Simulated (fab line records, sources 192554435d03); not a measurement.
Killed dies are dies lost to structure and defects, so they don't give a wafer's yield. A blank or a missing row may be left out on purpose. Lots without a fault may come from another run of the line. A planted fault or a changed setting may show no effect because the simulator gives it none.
Chamber matching | flow n5_finfet | N5_BEOL_M15_DEP_53 on pecvd-04: 3 sister chambers
The step deposits SiCN from 3MS/NH3, target thk 50 nm, time 17.8 s. 3 wafers are shown with their chamber, then 12 later ones without.

WAFERS WITH THEIR CHAMBER
wafer  | chamber | showerhead_plenum_p_Torr (Torr)
L088.5 | 2       | 4.165
L089.2 | 0       | 4.135
L089.6 | 1       | 4.195

WAFERS WITHOUT THEIR CHAMBER
wafer  | showerhead_plenum_p_Torr (Torr)
L090.1 | 4.187
L090.4 | 4.125
L090.5 | 4.160
L091.3 | 4.135
L091.4 | 4.197
L091.5 | 4.127
L093.3 | 4.185
L093.4 | 4.173
L093.6 | 4.184
L096.3 | 4.145
L096.5 | 4.163
L096.6 | 4.140

WHICH CHAMBER EACH WENT THROUGH
wafer  | from the rows above     | in truth
L090.1 | can't be placed: 1 or 2 | 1
L090.4 | 0                       | 0
L090.5 | 2                       | 2
L091.3 | 0                       | 0
L091.4 | 1                       | 1
L091.5 | 0                       | 0
L093.3 | can't be placed: 1 or 2 | 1
L093.4 | can't be placed: 2 or 1 | 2
L093.6 | can't be placed: 1 or 2 | 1
L096.3 | can't be placed: 0 or 2 | 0
L096.5 | 2                       | 2
L096.6 | 0                       | 0
Placed correctly: 7 of 12. Can't be placed from these rows: 5 (the true chamber is among the candidates in 5). Placed wrongly: 0.
How it was worked out, from the rows above alone: a wafer's distance from a chamber is the root of the sum, over the readings, of the square of ((its reading less the chamber's mean) divided by the reading's scatter). The wafer belongs to the nearest chamber; if the next one is less than 2 further off, it can't be placed. A chamber's mean is the mean of its shown wafers. The scatter: with one shown wafer a chamber, the root of the mean of the squares of how far each hidden wafer lies from its nearest shown one.
